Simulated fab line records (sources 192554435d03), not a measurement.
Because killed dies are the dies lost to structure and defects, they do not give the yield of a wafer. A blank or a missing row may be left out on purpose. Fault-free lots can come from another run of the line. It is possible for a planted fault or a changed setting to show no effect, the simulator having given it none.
Split-lot trial	flow n5_finfet	on a route of 1938 steps: 7 lots, 39 wafers read

ON THE SPLIT
At N5_PMOS_HMC_CHANNEL_EPI_EPI_20 (deposits SiGe30, target thk 59 nm), the setting pressure_torr was moved away from the recipe's 20 Torr on 30 of the 39 wafers read, by -12.7% to +8.7%. This setting was run at the recipe's value on the other wafers.

The reading is taken at the split's own step.

THE READING
SiGe30_of_PMOS_HMC_CHANNEL_EPI_EPI_20.thk_nm (the simulator's own value, which no gauge read), in nm, at N5_PMOS_HMC_CHANNEL_EPI_EPI_20 (deposits SiGe30, target thk 59 nm). The file gives no usual value for it. The 9 wafers here that ran the recipe average 59.34 nm, standard deviation 0.38 nm.

wafer	tool, chamber at the split	pressure_torr as run, Torr	against the recipe	SiGe30_of_PMOS_HMC_CHANNEL_EPI_EPI_20.thk_nm, nm	against lot-mates on the recipe
L074.1	epi_rpcvd-02, 0	17.46	-12.7%	56.69	no lot-mate on the recipe
L074.2	epi_rpcvd-02, 0	17.46	-12.7%	56.2	no lot-mate on the recipe
L074.3	epi_rpcvd-02, 0	17.46	-12.7%	55.66	no lot-mate on the recipe
L074.4	epi_rpcvd-02, 0	17.46	-12.7%	56.28	no lot-mate on the recipe
L074.5	epi_rpcvd-02, 0	17.46	-12.7%	55.85	no lot-mate on the recipe
L074.6	epi_rpcvd-02, 0	17.46	-12.7%	55.89	no lot-mate on the recipe
L078.3	epi_rpcvd-01, 0	20	recipe	58.93	-
L078.4	epi_rpcvd-01, 0	20	recipe	58.96	-
L078.5	epi_rpcvd-01, 0	20	recipe	59.2	-
L079.1	epi_rpcvd-04, 0	18.04	-9.8%	56.35	no lot-mate on the recipe
L079.2	epi_rpcvd-04, 0	18.04	-9.8%	56.67	no lot-mate on the recipe
L079.3	epi_rpcvd-04, 0	18.04	-9.8%	55.95	no lot-mate on the recipe
L079.4	epi_rpcvd-04, 0	18.04	-9.8%	56.34	no lot-mate on the recipe
L079.5	epi_rpcvd-04, 0	18.04	-9.8%	56.54	no lot-mate on the recipe
L079.6	epi_rpcvd-04, 0	18.04	-9.8%	56.46	no lot-mate on the recipe
L090.1	epi_rpcvd-02, 0	17.55	-12.2%	56.16	no lot-mate on the recipe
L090.2	epi_rpcvd-02, 0	17.55	-12.2%	56.14	no lot-mate on the recipe
L090.3	epi_rpcvd-02, 0	17.55	-12.2%	56.68	no lot-mate on the recipe
L090.4	epi_rpcvd-02, 0	17.55	-12.2%	56.24	no lot-mate on the recipe
L090.5	epi_rpcvd-02, 0	17.55	-12.2%	56.28	no lot-mate on the recipe
L090.6	epi_rpcvd-02, 0	17.55	-12.2%	56.54	no lot-mate on the recipe
L091.1	epi_rpcvd-04, 0	20	recipe	59.37	-
L091.2	epi_rpcvd-04, 0	20	recipe	59.82	-
L091.3	epi_rpcvd-04, 0	20	recipe	59.06	-
L091.4	epi_rpcvd-04, 0	20	recipe	59.36	-
L091.5	epi_rpcvd-04, 0	20	recipe	59.2	-
L091.6	epi_rpcvd-04, 0	20	recipe	60.13	-
L093.1	epi_rpcvd-01, 0	17.87	-10.6%	56.61	no lot-mate on the recipe
L093.2	epi_rpcvd-01, 0	17.87	-10.6%	56.82	no lot-mate on the recipe
L093.3	epi_rpcvd-01, 0	17.87	-10.6%	57.4	no lot-mate on the recipe
L093.4	epi_rpcvd-01, 0	17.87	-10.6%	57.34	no lot-mate on the recipe
L093.5	epi_rpcvd-01, 0	17.87	-10.6%	57.07	no lot-mate on the recipe
L093.6	epi_rpcvd-01, 0	17.87	-10.6%	57.26	no lot-mate on the recipe
L096.1	epi_rpcvd-02, 0	21.73	+8.7%	61.49	no lot-mate on the recipe
L096.2	epi_rpcvd-02, 0	21.73	+8.7%	62.39	no lot-mate on the recipe
L096.3	epi_rpcvd-02, 0	21.73	+8.7%	61.54	no lot-mate on the recipe
L096.4	epi_rpcvd-02, 0	21.73	+8.7%	62.21	no lot-mate on the recipe
L096.5	epi_rpcvd-02, 0	21.73	+8.7%	61.87	no lot-mate on the recipe
L096.6	epi_rpcvd-02, 0	21.73	+8.7%	62.14	no lot-mate on the recipe

THE FIT
A straight line over all 39 wafers: SiGe30_of_PMOS_HMC_CHANNEL_EPI_EPI_20.thk_nm changes by +0.266 nm for each +1% of pressure_torr; r = +0.98; the points scatter about the line by 0.43 nm.
Too few moved wafers with a lot-mate on the recipe to fit a line net of each lot's own level.

THE FILE'S OWN FIT
SiGe30_of_PMOS_HMC_CHANNEL_EPI_EPI_20.thk_nm changes by +0.266 nm for each +1% of pressure_torr, r = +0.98.
